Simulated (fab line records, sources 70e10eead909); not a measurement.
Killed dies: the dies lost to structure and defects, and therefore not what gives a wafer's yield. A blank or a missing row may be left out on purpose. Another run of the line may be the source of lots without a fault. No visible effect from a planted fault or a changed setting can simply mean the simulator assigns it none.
fab line records	flow nandHarc
record: lots: 6	wafers: 16	lastDay: 33
route steps=1302 shown A_CONTACT@1073 END@1302
lots that met no fault: taken from a fault-free run of the same line
startH: hours from the record's first day to the start of the lot's first wafer shown	waitH: how many hours have passed since the lot's step before this one	" as in the row above	L1.1+2: several wafers, shown together as one row	- either no value or no given start	* or withheld: withheld	< > ~ a bound
route shown NAME@n: NAME is a module with steps in the file, n the number in the route of the first one	usual: the fault-free wafers' mean and standard deviation	same: alike in all rows	chamber/n: place in a boat	sites: the reading at each site	_std_site: how widely they spread, as a standard deviation	_edge_site: inner sites' mean taken away from outer sites' mean	radiusMm: for every site, how far away it sits from the centre of the wafer	mask NAME#n: copy n	behind: the tool/chamber that last shaped the wafer	hold: why the lot was held/for how many hours/how that ended	device: the transistor (n, p or np) that didn't switch	end of line: the route-end tests of the same wafers	step lacking rows: just its recipe	killed: not the wafer's yield, but the dies lost to structure and defects at the first sort	map: per-die view of a wafer (x killed, . not killed, _ where there is no die)
set.NAME: the setting as run; set.NAME@STEP: as run at that earlier step	model.NAME: the simulator's own value behind a step, which no gauge read
lots seen at some steps along the route; tables by step, rows by wafer
services: the hour from which a tool's chamber was out of use, counted from the record's first day as startH (under 0 if before that day), plus the number of hours and why
== steps ==
step: NHARC_A_CONTACT_SOFTBAKE_03
recipe: tempC: 105	timeS: 55
step: NHARC_A_CONTACT_EBR_04
step: NHARC_A_CONTACT_EXPOSE_05
recipe: na: 1.35	sigmaOuter: 0.8	doseMj: 84.24	maskId: A_CC
step: NHARC_A_CONTACT_PEB_06
recipe: pebTempC: 100	pebTimeS: 65
step: NHARC_A_CONTACT_DEVELOP_07
recipe: developTimeS: 35	devTempC: 23
step: NHARC_A_CONTACT_CD_MEAS_08
recipe: targetCdNm: 200	landingEnergyEv: 500
usual: cdNm: 200.1/0.46
lot.wafer	tool	chamber	startH	waitH	cdNm
L302.2	cdSem-03	0	517.63	-	199.8
L302.5	"	0	"	"	200.5
L302.6	"	0	"	"	199.8
L303.1	cdSem-02	0	528.63	-	200.6
L303.2	"	0	"	"	200.2
L303.5	"	0	"	"	201.5
L311.1	cdSem-02	0	613.63	-	199.8
L311.3	"	0	"	"	199.9
L311.6	"	0	"	"	200.3
L313.1	cdSem-01	0	624.67	-	198.8
L313.5	"	0	"	"	198.8
L313.6	"	0	"	"	199.4
L319.3	cdSem-02	0	689.83	-	200.1
L319.6	"	0	"	"	200.5
L320.2	cdSem-02	0	700.39	-	199.4
L320.5	"	0	"	"	199.5
step: NHARC_A_CONTACT_OVL_MEAS_09
usual: overlayXNm: 0.0/0.82	overlayYNm: 0.1/0.93
lot.wafer	tool	chamber	startH	waitH	overlayXNm	overlayYNm
L302.2	overlay-02	-	517.72	-	-1.5	0.1
L302.5	"	-	"	"	-1.3	0.1
L302.6	"	-	"	"	-1.0	0.3
L303.1	overlay-02	-	528.72	-	0.6	1.7
L303.2	"	-	"	"	1.0	2.0
L303.5	"	-	"	"	0.7	1.7
L311.1	overlay-01	-	613.72	-	1.4	-0.9
L311.3	"	-	"	"	1.6	-0.7
L311.6	"	-	"	"	1.5	-0.6
L313.1	overlay-01	-	624.76	-	-0.2	0.4
L313.5	"	-	"	"	0.3	-0.3
L313.6	"	-	"	"	1.1	0.1
L319.3	overlay-02	-	689.91	-	-0.7	0.9
L319.6	"	-	"	"	0.0	0.0
L320.2	overlay-01	-	700.47	-	0.2	0.2
L320.5	"	-	"	"	-0.1	0.0
step: NHARC_A_CONTACT_INSPECT_10
usual: rawDefectCount: 75/37
lot.wafer	tool	chamber	startH	waitH	rawDefectCount
L302.2	defectInspect-02	-	517.75	0.0	160
L302.5	"	-	"	"	116
L302.6	"	-	"	"	137
L303.1	defectInspect-01	-	528.75	0.0	130
L303.2	"	-	"	"	118
L303.5	"	-	"	"	116
L311.1	defectInspect-02	-	613.75	0.0	86
L311.3	"	-	"	"	81
L311.6	"	-	"	"	75
L313.1	defectInspect-02	-	624.79	0.0	111
L313.5	"	-	"	"	121
L313.6	"	-	"	"	129
L319.3	defectInspect-02	-	689.95	0.0	85
L319.6	"	-	"	"	69
L320.2	defectInspect-02	-	700.51	0.0	66
L320.5	"	-	"	"	71
step: NHARC_A_CONTACT_DESCUM_13
recipe: timeS: 3	o2FlowSccm: 200	arFlowSccm: 0	biasPowerW: 0	chemistry: O2
step: NHARC_A_CONTACT_ETCH_88
recipe: targetDepthA: 390	overEtchFrac: 0.3	timeS: 65	ionEnergyEv: 80	cf4FlowSccm: 150	arFlowSccm: 0	rfW: 300	biasW: 100	chemistry: CF4
step: NHARC_A_CONTACT_ETCH_89
recipe: targetDepthA: 2600	overEtchFrac: 0.3	timeS: 475.3	ionEnergyEv: 200	n2FlowSccm: 150	h2FlowSccm: 150	arFlowSccm: 0	rfW: 400	biasW: 150	chemistry: N2/H2
step: NHARC_A_CONTACT_ETCH_30
recipe: targetDepthA: 726	timeS: 36.3	cf4FlowSccm: 100	chf3FlowSccm: 30	arFlowSccm: 0	rfW: 500	biasW: 200	chemistry: CF4/CHF3
usual: drypumpMotorCurrentA: 5.8/0.42	oesProductAu: 0.935/0.018	rfVppV: 369.6/1.6	showerheadPlenumPTorr: 1.54/0.043	throttleValvePct: 16.801/0.0094
lot.wafer	tool	chamber	startH	waitH	drypumpMotorCurrentA	oesProductAu	rfHoursCounterH	rfVppV	showerheadPlenumPTorr	throttleValvePct
L302.2	rieDiel-12	3	-	-	5.8	0.930	11	368.6	1.47	16.806
L302.5	"	1	"	"	6.3	0.930	-	370.3	1.58	16.810
L302.6	"	2	"	"	5.2	0.915	-	368.9	1.56	16.797
L303.2	rieDiel-07	1	-	-	5.7	0.969	13	371.7	1.57	16.806
L303.1	"	2	"	"	6.6	0.960	13	370.2	1.59	16.787
L303.5	"	0	"	"	6.3	0.965	-	368.3	1.52	16.781
L311.3	rieDiel-04	1	-	-	5.7	0.923	19	369.7	1.56	16.791
L311.1	"	2	"	"	5.3	0.930	10	368.6	1.50	16.800
L311.6	"	0	"	"	5.5	0.926	-	368.1	1.52	16.796
L313.1	rieDiel-04	2	-	-	5.3	0.954	14	368.3	1.50	16.814
L313.5	"	0	"	"	5.5	0.947	-	370.1	1.52	16.808
L313.6	"	1	"	"	5.7	0.967	-	371.0	1.55	16.792
L319.3	rieDiel-12	3	-	-	5.8	0.972	10	366.3	1.46	16.794
L319.6	"	2	"	"	5.2	0.964	-	368.7	1.55	16.812
L320.2	rieDiel-12	3	-	-	5.8	0.919	12	368.3	1.46	16.788
L320.5	"	2	"	"	5.2	0.918	-	370.5	1.55	16.812
step: NHARC_A_CONTACT_ETCH_31
recipe: targetDepthA: 28000	overEtchFrac: 0.3	timeS: 728	ionEnergyEv: 150	o2FlowSccm: 400	cosFlowSccm: 20	arFlowSccm: 0	rfW: 500	biasW: 300	chemistry: O2/COS
usual: drypumpMotorCurrentA: 5.8/0.41	oesProductAu: 1.001/0.0079	rfVppV: 313.2/1.4	showerheadPlenumPTorr: 3.06/0.09	throttleValvePct: 28.331/0.0095
lot.wafer	tool	chamber	startH	waitH	drypumpMotorCurrentA	oesProductAu	rfHoursCounterH	rfVppV	showerheadPlenumPTorr	throttleValvePct
L302.2	rieDiel-12	2	518.57	-	5.2	0.984	12	312.7	3.09	28.341
L302.5	"	3	"	"	5.8	1.007	-	312.3	2.92	28.331
L302.6	"	0	"	"	5.8	0.999	-	313.2	3.16	28.331
L303.2	rieDiel-07	0	529.52	-	6.3	1.004	18	312.8	3.03	28.346
L303.1	"	1	"	"	5.7	0.990	13	314.1	3.12	28.326
L303.5	"	2	"	"	6.7	1.010	-	315.5	3.16	28.328
L311.1	rieDiel-04	0	614.52	-	5.5	1.003	19	312.8	3.02	28.329
L311.3	"	1	"	"	5.7	1.004	19	313.6	3.09	28.349
L311.6	"	3	"	"	6.2	0.999	-	311.3	2.92	28.335
L313.1	rieDiel-04	1	625.63	-	5.7	0.996	24	312.2	3.09	28.319
L313.6	"	1	"	"	5.7	0.997	-	314.0	3.09	28.323
L313.5	"	2	"	"	5.3	0.994	-	311.6	2.97	28.338
L319.3	rieDiel-12	2	690.65	-	5.2	1.001	10	314.0	3.08	28.319
L319.6	"	2	"	"	5.2	0.990	-	315.2	3.08	28.332
L320.2	rieDiel-12	2	701.22	-	5.2	0.996	12	314.6	3.08	28.324
L320.5	"	2	"	"	5.2	1.000	-	313.5	3.08	28.340
step: NHARC_A_CONTACT_ETCH_134
recipe: sourceW: withheld	pressureMtorr: 20	biasV: withheld	timeS: 140	targetDepthA: 7000	arFlowSccm: withheld	c4f8FlowSccm: withheld	o2FlowSccm: withheld	chemistry: C4F8/O2/Ar
step: NHARC_A_CONTACT_ETCH_135
recipe: sourceW: withheld	pressureMtorr: 20	biasV: 1200	timeS: 311	targetDepthA: 19120	arFlowSccm: withheld	c4f8FlowSccm: withheld	o2FlowSccm: withheld	chemistry: C4F8/O2/Ar
step: NHARC_A_CONTACT_ETCH_136
recipe: sourceW: withheld	pressureMtorr: 20	biasV: 1200	timeS: 311	targetDepthA: 19120	arFlowSccm: withheld	c4f8FlowSccm: withheld	o2FlowSccm: withheld	chemistry: C4F8/O2/Ar
step: NHARC_A_CONTACT_ETCH_137
recipe: sourceW: withheld	pressureMtorr: 20	biasV: 1200	timeS: 311	targetDepthA: 19120	arFlowSccm: withheld	c4f8FlowSccm: withheld	o2FlowSccm: withheld	chemistry: C4F8/O2/Ar
step: NHARC_A_CONTACT_ETCH_138
recipe: sourceW: withheld	pressureMtorr: 20	biasV: 1200	timeS: 311	targetDepthA: 19140	arFlowSccm: withheld	c4f8FlowSccm: withheld	o2FlowSccm: withheld	chemistry: C4F8/O2/Ar
lot.wafer	tool	chamber	startH	waitH	rfHoursCounterH
L302.2	harCapEtch-02	1	519.97	0.2	87
L302.6	"	1	"	"	-
L302.5	"	0	"	"	-
L303.2	harCapEtch-01	0	530.97	0.2	5
L303.1	"	1	"	"	5
L303.5	"	0	"	"	-
L311.1	harCapEtch-02	0	615.96	0.2	103
L311.3	"	0	"	"	-
L311.6	"	0	"	"	-
L313.1	harCapEtch-01	0	627.17	0.2	22
L313.6	"	0	"	"	-
L313.5	"	1	"	"	-
L319.3	harCapEtch-01	0	692.23	0.2	-
L319.6	"	0	"	"	-
L320.2	harCapEtch-03	1	703.10	0.3	78
L320.5	"	0	"	"	-
step: NHARC_A_CONTACT_ETCH_139
recipe: sourceW: withheld	pressureMtorr: 20	biasV: 400	timeS: 195	targetDepthA: 8400	arFlowSccm: withheld	c4f8FlowSccm: 11.5	o2FlowSccm: 7.2	chemistry: C4F8/O2/Ar
step: NHARC_A_CONTACT_ETCH_92
recipe: targetDepthA: 400	overEtchFrac: 0.5	timeS: 85.7	ionEnergyEv: 120	ch3fFlowSccm: 50	o2FlowSccm: 30	arFlowSccm: 200	rfW: 500	biasW: 100	chemistry: CH3F/O2
step: NHARC_A_CONTACT_ETCH_98
recipe: targetDepthA: 200	overEtchFrac: 0.5	timeS: 10	ionEnergyEv: 250	c4f6FlowSccm: 25	o2FlowSccm: 20	arFlowSccm: 500	rfW: 600	biasW: 500	chemistry: C4F6/O2
usual: drypumpMotorCurrentA: 5.8/0.37	oesProductAu: 0.950/0.012	rfVppV: 545.2/2.5	showerheadPlenumPTorr: 3.84/0.11	throttleValvePct: 26.904/0.009
lot.wafer	tool	chamber	startH	waitH	drypumpMotorCurrentA	oesProductAu	rfHoursCounterH	rfVppV	showerheadPlenumPTorr	throttleValvePct
L302.2	rieDiel-12	3	-	-	5.8	0.945	12	542.1	3.67	26.905
L302.5	"	0	"	"	5.8	0.932	-	547.7	3.97	26.913
L302.6	"	1	"	"	6.3	0.949	-	546.7	3.94	26.883
L303.1	rieDiel-12	3	531.97	0.1	5.8	0.954	14	540.0	3.67	26.923
L303.2	"	0	"	"	5.8	0.943	13	548.4	3.97	26.921
L303.5	"	3	"	"	5.8	0.953	-	541.8	3.67	26.901
L311.1	rieDiel-07	1	-	-	5.7	0.948	44	547.1	3.90	26.907
L311.3	"	3	"	"	5.4	0.952	52	546.2	3.94	26.903
L311.6	"	1	"	"	5.7	0.948	-	548.6	3.90	26.901
L313.1	rieDiel-04	0	-	-	5.5	0.956	24	544.3	3.80	26.888
L313.6	"	2	"	"	5.3	0.934	-	542.6	3.74	26.899
L313.5	"	3	"	"	6.2	0.948	-	541.0	3.67	26.912
L319.3	rieDiel-12	2	-	-	5.2	0.963	10	545.5	3.87	26.891
L319.6	"	2	"	"	5.2	0.966	-	546.4	3.87	26.906
L320.2	rieDiel-12	0	-	-	5.8	0.931	11	547.2	3.95	26.908
L320.5	"	1	"	"	6.3	0.945	-	547.0	3.92	26.915
step: NHARC_A_CONTACT_CD_MEAS_15
usual: cdNm: 190.0/0.47
lot.wafer	tool	chamber	startH	waitH	cdNm
L302.2	cdSem-02	-	521.01	-	189.6
L302.5	"	-	"	"	189.7
L302.6	"	-	"	"	189.9
L303.1	cdSem-03	-	532.05	-	190.1
L303.2	"	-	"	"	190.3
L303.5	"	-	"	"	190.4
L311.1	cdSem-01	-	617.73	-	189.8
L311.3	"	-	"	"	190.7
L311.6	"	-	"	"	190.5
L313.1	cdSem-01	-	628.22	-	189.4
L313.5	"	-	"	"	189.1
L313.6	"	-	"	"	190.2
L319.3	cdSem-02	-	693.20	-	190.0
L319.6	"	-	"	"	190.1
L320.2	cdSem-03	-	704.27	-	189.5
L320.5	"	-	"	"	190.1
step: NHARC_A_CONTACT_STRIP_107
recipe: n2FlowSccm: 150	h2FlowSccm: 150	arFlowSccm: 0	biasW: 0	chemistry: N2/H2
step: NHARC_A_CONTACT_STRIP_108
recipe: cf4FlowSccm: 100	chf3FlowSccm: 30	arFlowSccm: 0	biasW: 0	chemistry: CF4/CHF3
step: NHARC_A_CONTACT_STRIP_109
recipe: o2FlowSccm: 400	cosFlowSccm: 20	arFlowSccm: 0	biasW: 0	chemistry: O2/COS
step: NHARC_A_CONTACT_ETCH_110
recipe: targetDepthA: 600	overetchA: 60	timeS: 33	ionEnergyEv: 100	cf4FlowSccm: 80	o2FlowSccm: 20	arFlowSccm: 0	rfW: 300	biasW: 100	chemistry: CF4/O2
usual: drypumpMotorCurrentA: 5.8/0.4	oesProductAu: 1.001/0.0079	rfVppV: 197.1/1.2	showerheadPlenumPTorr: 1.31/0.04	throttleValvePct: 13.397/0.0085
lot.wafer	tool	chamber	startH	waitH	drypumpMotorCurrentA	oesProductAu	rfHoursCounterH	rfVppV	showerheadPlenumPTorr	throttleValvePct
L302.2	rieDiel-04	3	521.62	0.2	6.2	1.002	48	196.1	1.25	13.407
L302.5	"	1	"	"	5.7	1.005	-	197.6	1.32	13.392
L302.6	"	3	"	"	6.2	1.002	-	196.4	1.25	13.395
L303.1	rieDiel-12	0	532.37	0.1	5.8	0.998	13	198.4	1.35	13.389
L303.2	"	3	"	"	5.8	1.003	14	194.6	1.24	13.383
L303.5	"	3	"	"	5.8	0.999	-	196.3	1.24	13.398
L311.3	rieDiel-04	2	618.03	0.1	5.3	0.995	11	195.5	1.27	13.405
L311.1	"	3	"	"	6.2	0.997	18	196.7	1.24	13.402
L311.6	"	2	"	"	5.3	0.991	-	195.6	1.27	13.417
L313.1	rieDiel-07	1	628.59	0.1	5.7	1.006	47	197.1	1.32	13.400
L313.5	"	2	"	"	6.7	1.021	-	198.3	1.34	13.388
L313.6	"	3	"	"	5.3	1.012	-	198.8	1.34	13.398
L319.3	rieDiel-07	2	693.96	0.5	6.6	0.998	10	198.8	1.34	13.382
L319.6	"	3	"	"	5.4	1.008	-	197.4	1.34	13.411
L320.2	rieDiel-12	2	705.06	0.5	5.2	0.993	13	196.8	1.31	13.396
L320.5	"	1	"	"	6.2	1.003	-	198.1	1.33	13.399
step: NHARC_A_CONTACT_STRIP_26
recipe: o2FlowSccm: 500	arFlowSccm: 0	biasW: 0	chemistry: O2
usual: drypumpMotorCurrentA: 5.8/0.4	oesProductAu: 1.001/0.0078	rfVppV: 57.6/0.85	showerheadPlenumPTorr: 3.45/0.1	throttleValvePct: 17.037/0.01
lot.wafer	tool	chamber	startH	waitH	drypumpMotorCurrentA	oesProductAu	rfHoursCounterH	rfVppV	showerheadPlenumPTorr	throttleValvePct
L302.2	rieDiel-04	3	-	-	6.2	1.004	48	57.2	3.31	17.039
L302.5	"	2	"	"	5.3	1.007	-	55.5	3.37	17.017
L302.6	"	1	"	"	5.7	1.017	-	57.4	3.50	17.044
L303.1	rieDiel-12	0	-	-	5.8	0.982	13	58.5	3.57	17.046
L303.2	"	1	"	"	6.3	1.013	13	57.0	3.54	17.035
L303.5	"	3	"	"	5.8	1.000	-	57.6	3.30	17.033
L311.3	rieDiel-04	0	-	-	5.5	1.005	19	58.4	3.41	17.048
L311.1	"	1	"	"	5.7	1.009	19	57.9	3.49	17.039
L311.6	"	0	"	"	5.5	1.007	-	57.3	3.42	17.047
L313.1	rieDiel-07	1	-	-	5.7	0.991	47	57.1	3.50	17.042
L313.5	"	3	"	"	5.4	1.002	-	58.3	3.55	17.062
L313.6	"	0	"	"	6.3	0.994	-	57.5	3.40	17.027
L319.3	rieDiel-07	1	-	-	5.7	0.997	10	57.1	3.49	17.051
L319.6	"	0	"	"	6.3	1.010	-	56.9	3.39	17.028
L320.2	rieDiel-12	1	-	-	6.2	1.013	12	57.5	3.53	17.050
L320.5	"	2	"	"	5.2	1.005	-	57.4	3.48	17.055
step: NHARC_A_CONTACT_STRIP_27
recipe: timeS: 600	tempC: 30	chemistry: postEtchResidueRemover
step: NHARC_A_CONTACT_ALD_18
recipe: targetThkA: 30	pulseTimeS: 1	aldCycles: 150	tempC: 450	material: TiN
step: NHARC_A_CONTACT_CVD_19
recipe: targetThkA: 3000	tempC: 300	pressureTorr: 40	wf6FlowSccm: 40	h2FlowSccm: 1600	arFlowSccm: 1560	timeS: 802	material: W
step: NHARC_A_CONTACT_CMP_20
recipe: tOverpolishS: 30	targetThkNm: 300
step: NHARC_A_CONTACT_SRD_22
step: NHARC_END_SORT_01
recipe: tempC: 25
usual: killedAtArray: 50/17	killedAtOther: 0.7/1	killedAtPeriphery: 3.4/2.4	killedDies: 54/17	killedOpen: 3.3/1.7	killedShort: 2.5/1.6
same: grossDies: 677
lot.wafer	tool	chamber	startH	waitH	killedAtArray	killedAtOther	killedAtPeriphery	killedDies	killedOpen	killedShort
L313.1	prober-02	0	673.36	2.5	61	0	5	66	1	5
L313.5	prober-02	0	676.50	3.6	83	1	4	88	3	2
L313.6	prober-02	0	677.29	3.9	70	2	6	78	2	5
L319.3	prober-01	0	772.96	3.1	98	1	1	100	4	4
L319.6	prober-01	0	775.39	4.0	90	0	3	93	2	3
L320.2	prober-01	0	777.94	2.8	119	0	2	121	2	1
L320.5	prober-01	0	780.35	3.7	129	0	3	132	7	1
killed by level:class
L313.1 A_SLIT:chamberFilmFlake=35 A_CHANNEL_HOLE_D1:chamberFilmFlake=19 P_M1:chamberFilmFlake=4 A_CHANNEL_FILL_D1:geometricParticle:short=2 P_BONDPAD:geometricParticle:open=1 A_ONON_D1:geometricParticle:short=1 A_SLIT:geometricParticle:short=1 A_CONTACT:geometricParticle:short=1
L313.5 A_CHANNEL_HOLE_D1:chamberFilmFlake=40 A_SLIT:chamberFilmFlake=32 A_STAIRCASE:chamberFilmFlake=4 A_DECK1_JOINT:chamberFilmFlake=2 P_M1:chamberFilmFlake=2 P_GATE:geometricParticle:open=1 P_M0:geometricParticle:open=1 A_ONON_D2:geometricParticle:short=1
L313.6 A_SLIT:chamberFilmFlake=35 A_CHANNEL_HOLE_D1:chamberFilmFlake=18 A_STAIRCASE:chamberFilmFlake=6 P_M1:chamberFilmFlake=4 A_CHANNEL_FILL_D1:geometricParticle:short=2 A_DECK1_JOINT:geometricParticle:short=2 A_ZERO_WELL:chamberFilmFlake=2 A_WL_FILL:chamberFilmFlake=2
L319.3 A_CONTACT:unspecified=76 A_CONTACT:chamberFilmFlake=5 A_CHANNEL_HOLE_D1:chamberFilmFlake=3 A_STAIRCASE:chamberFilmFlake=2 A_SOURCE_PLATE:geometricParticle:open=1 A_ONON_D1:geometricParticle:short=1 A_CHANNEL_FILL_D1:geometricParticle:open=1 A_CHANNEL_FILL_D1:geometricParticle:short=1
L319.6 A_CONTACT:unspecified=76 A_CHANNEL_HOLE_D1:chamberFilmFlake=3 A_ONON_D2:geometricParticle:short=2 A_CHANNEL_FILL_D1:chamberFilmFlake=2 A_CHANNEL_FILL_D2:chamberFilmFlake=2 P_M1:geometricParticle:short=1 A_CHANNEL_FILL_D2:geometricParticle:open=1 A_M0:geometricParticle:open=1
L320.2 A_CONTACT:unspecified=79 A_SLIT:chamberFilmFlake=23 A_CONTACT:chamberFilmFlake=11 A_ZERO_WELL:chamberFilmFlake=2 P_CONTACT:geometricParticle:open=1 A_CHANNEL_FILL_D1:geometricParticle:open=1 A_DECK1_JOINT:geometricParticle:short=1 P_STI:chamberFilmFlake=1
L320.5 A_CONTACT:unspecified=75 A_SLIT:chamberFilmFlake=33 A_CONTACT:chamberFilmFlake=11 P_CONTACT:geometricParticle:open=2 A_CHANNEL_FILL_D1:geometricParticle:open=2 A_CHANNEL_FILL_D2:chamberFilmFlake=2 A_STAIRCASE:chamberFilmFlake=2 P_M1:geometricParticle:open=1
map L319.3 (x killed, . not)
____________.____________
_________x.....x_________
_______..........._______
______....x........______
_____........x......_____
____.................____
____......xx.........____
___.......x...........___
___...................___
__.x...................__
__.........x...........__
_..............x........_
_......................._
_......................._
_.............x.......x._
_....x.................._
.........xx..............
.........................
.........................
x........................
.........................
_......................._
_................x......_
_......................._
_...........x..........._
_............x.x........_
__.........x.x.x.x.....__
__.........xxxxxxx.....__
___........xxxxxxxx...___
___........xxxxxxx....___
____.......xxxxxxx...____
____.....xxxxxxxxx..x____
_____..xxxxxxxxxxxx._____
______....xxxxxxxxx______
_______..xxxxxxxxx_______
_________.xxxxxx_________
____________x____________
map L320.5 (x killed, . not)
____________.____________
_________..x...._________
_______..........._______
______.............______
_____.x...x........._____
____..........x......____
____....x.x.x........____
___......x.x..........___
___.......xx..........___
__........x............__
__.....................__
_......................._
_......x...x............_
_..x...................._
_...x..................._
_......................._
.........................
.........................
.x.......................
.......................x.
.x.......................
_x.................x.x.._
_....x.............x.x.._
_..................xxx.._
_.................xxxxx._
_...............x..xxxxx_
__.............x..x.xx.__
__..........xxxxxxxxxxx__
___........xxxxxxxxxx.___
___......x.xxxxxxx.xx.___
____......xxxxxxxxxxx____
____...x..xxxxxxxx...____
_____..xx.xxxxxxxxxx_____
______...xxxxxxxxxx______
_______..xxxxxxxxx_______
_________.xxxxxx_________
____________x____________
== services ==
tool	chamber	startH	hours	kind
harCapEtch-01	-	497.03	17.0	pm
rieDiel-12	0	503.44	-	clean
rieDiel-12	1	503.44	-	clean
rieDiel-12	2	503.44	-	clean
rieDiel-12	3	503.44	-	clean
rieDiel-04	0	520.71	8.1	repair
rieDiel-12	0	527.94	-	clean
rieDiel-12	1	527.94	-	clean
rieDiel-12	2	527.94	-	clean
rieDiel-12	3	527.94	-	clean
rieDiel-12	2	531.48	8.4	repair
rieDiel-04	-	534.29	9.0	pm
rieDiel-12	0	552.44	-	clean
rieDiel-04	0	563.20	2.9	repair
rieDiel-04	2	588.21	18.9	repair
rieDiel-12	1	594.74	4.0	repair
rieDiel-12	2	608.01	8.6	repair
rieDiel-12	-	622.52	9.0	pm
harCapEtch-03	-	631.25	1.4	repair
rieDiel-07	-	649.81	9.0	pm
rieDiel-07	-	663.00	0.6	repair
rieDiel-04	2	665.57	6.9	repair
rieDiel-04	1	691.42	4.7	repair
rieDiel-04	3	691.99	6.0	repair
== key ==
firstSign: step: NHARC_END_SORT_01	reading: killedAtArray	direction: up	sigmas: 3.5	usual: 50	struck: 109
effect: step: NHARC_END_SORT_01	reading: killedDies	direction: up	sigmas: 3.3	usual: 54	struck: 112
moreKillsBornAt: NHARC_A_CONTACT_ETCH_31@rieDiel-12: 306
metAt NHARC_A_CONTACT_ETCH_31
struckWafers L319.3,L319.6,L320.2,L320.5
testerLeftOut L319,L320
onsetBetween 518.57 690.65
alsoFits time
fault: kind: chamberParticleSource	tool: rieDiel-12	chamber: 2	onsetH: 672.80	steps: NHARC_A_CONTACT_ETCH_31	ratePerVisitCm2: 2.2449	endH: 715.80
testerLeftOut: of these lots the tester's yield and bins aren't shown, on N5 and GAA mostly nor the transistor test; their killed dies are dies lost to structure and defects alone, not to doping, threshold or leakage, so they don't give the yield
